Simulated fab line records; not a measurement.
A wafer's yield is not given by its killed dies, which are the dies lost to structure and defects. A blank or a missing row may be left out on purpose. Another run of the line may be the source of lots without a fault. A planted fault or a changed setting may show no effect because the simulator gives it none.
Check of tool commonality ; flow n5_finfet ; 9 lots and 27 wafers in the sample

## WHY IT WAS OPENED
At N5_BEOL_M3_OCD_MEAS_38 the reading trench_depth_nm is flagged on 1 of 9 lots. Wafers without a fault read 55.2 nm, standard deviation 1.
Rule: flag the lot when none of its wafers has a number, or when each of its wafers that has one lies beyond 4 standard deviations from that mean. The other lots count as sound.

lot;measured;on;trench_depth_nm (nm), wafer by wafer;flag
L344;day 7 16:50;ocd-01;55.4 55.4 55.3;
L343;day 7 19:38;ocd-02;56.0 54.1 53.4;
L345;day 7 23:13;ocd-02;55.1 56.1 55.3;
L349;day 8 13:12;ocd-02;54.3 54.3 56.6;
L348;day 8 18:00;ocd-02;55.1 55.4 54.7;
L353;day 9 20:16;ocd-01;34.8 31.7 37.8;FLAGGED
L360;day 11 12:46;ocd-01;55.8 53.8 53.8;
L364;day 12 19:35;ocd-02;53.5 55.7 53.4;
L365;day 12 21:38;ocd-01;54.2 54.9 53.7;
Average over the flagged lots: 34.8 nm; offset from the usual -20.4 nm, equal to -20 standard deviations.

## EACH LOT AND THE TOOL IT RAN ON
2 process steps preceding the reading are held in the record, out of 1938 steps in the route. Each cell gives the tool, then ch followed by the chambers the sampled wafers passed through, then the start.
lot;flag;N5_BEOL_M3_HM_OPEN_17;N5_BEOL_M3_STRIP_36
L344;;rie_metal-02 ch 0,1, day 7 13:00;rie_diel-02 ch 0,1, day 7 16:38
L343;;rie_metal-02 ch 0, day 7 12:26;rie_diel-05 ch 0,1, day 7 19:27
L345;;rie_metal-01 ch 0,1, day 7 13:04;rie_diel-05 ch 0,3, day 7 23:02
L349;;rie_metal-01 ch 0, day 8 11:15;rie_diel-05 ch 1,2,3, day 8 13:00
L348;;rie_metal-02 ch 0,1, day 8 14:01;rie_diel-02 ch 0,2,3, day 8 17:49
L353;FLAGGED;rie_metal-01 ch 1, day 9 14:17;rie_diel-04 ch 0,2,3, day 9 20:04
L360;;rie_metal-02 ch 0,1, day 11 10:47;rie_diel-05 ch 1,2,3, day 11 12:35
L364;;rie_metal-03 ch 0,1, day 12 11:13;rie_diel-05 ch 2,3, day 12 19:23
L365;;rie_metal-02 ch 0,1, day 12 15:32;rie_diel-02 ch 1,2, day 12 21:22
What is done by these steps:
- N5_BEOL_M3_HM_OPEN_17: chemistry Cl2/BCl3, target TiN, target depth 20 nm, overetch 6 nm.
- N5_BEOL_M3_STRIP_36: strips in N2/H2.
- N5_BEOL_M3_OCD_MEAS_38

## FLAGGED AGAINST TOTAL, ONE TOOL AT A TIME (gauges that did the reading follow at the end)
step;tool;lots run;flagged;share of the flagged lots;sound lots run after its first flagged lot
N5_BEOL_M3_HM_OPEN_17;rie_metal-01;3;1;all;0
N5_BEOL_M3_HM_OPEN_17;rie_metal-02;5;0;none;-
N5_BEOL_M3_HM_OPEN_17;rie_metal-03;1;0;none;-
N5_BEOL_M3_STRIP_36;rie_diel-02;3;0;none;-
N5_BEOL_M3_STRIP_36;rie_diel-04;1;1;all;0
N5_BEOL_M3_STRIP_36;rie_diel-05;5;0;none;-
N5_BEOL_M3_OCD_MEAS_38;ocd-01;4;1;all;2 (L360,L365)
N5_BEOL_M3_OCD_MEAS_38;ocd-02;5;0;none;-

## WHAT IS ALLOWED BY THE TABLE
rie_metal-01 at N5_BEOL_M3_HM_OPEN_17, rie_diel-04 at N5_BEOL_M3_STRIP_36 and ocd-01 at N5_BEOL_M3_OCD_MEAS_38: these 3 rows of the table ran every flagged lot.
- rie_metal-01 at N5_BEOL_M3_HM_OPEN_17: 1 of its 3 lots flagged. It ran its last sound lot, L349, at day 8 11:15 and its first flagged lot, L353, at day 9 14:17: a fault with its onset between the two fits.
- rie_diel-04 at N5_BEOL_M3_STRIP_36: 1 of its 1 lot flagged. No sound lot ran on it before its first flagged lot in this sample; the start therefore can't be narrowed down.
- ocd-01 at N5_BEOL_M3_OCD_MEAS_38: 1 of its 4 lots flagged. Sound lots followed the first flagged one (L360, L365) on it, something a lasting fault affecting the whole tool could not allow.
Counting lots can't tell these 2 tools apart, because each fits a fault that began at some hour. More lots, or a look at what each step does to the wafer, might.

## WHAT HAD BEEN PUT IN BY THE SIMULATOR
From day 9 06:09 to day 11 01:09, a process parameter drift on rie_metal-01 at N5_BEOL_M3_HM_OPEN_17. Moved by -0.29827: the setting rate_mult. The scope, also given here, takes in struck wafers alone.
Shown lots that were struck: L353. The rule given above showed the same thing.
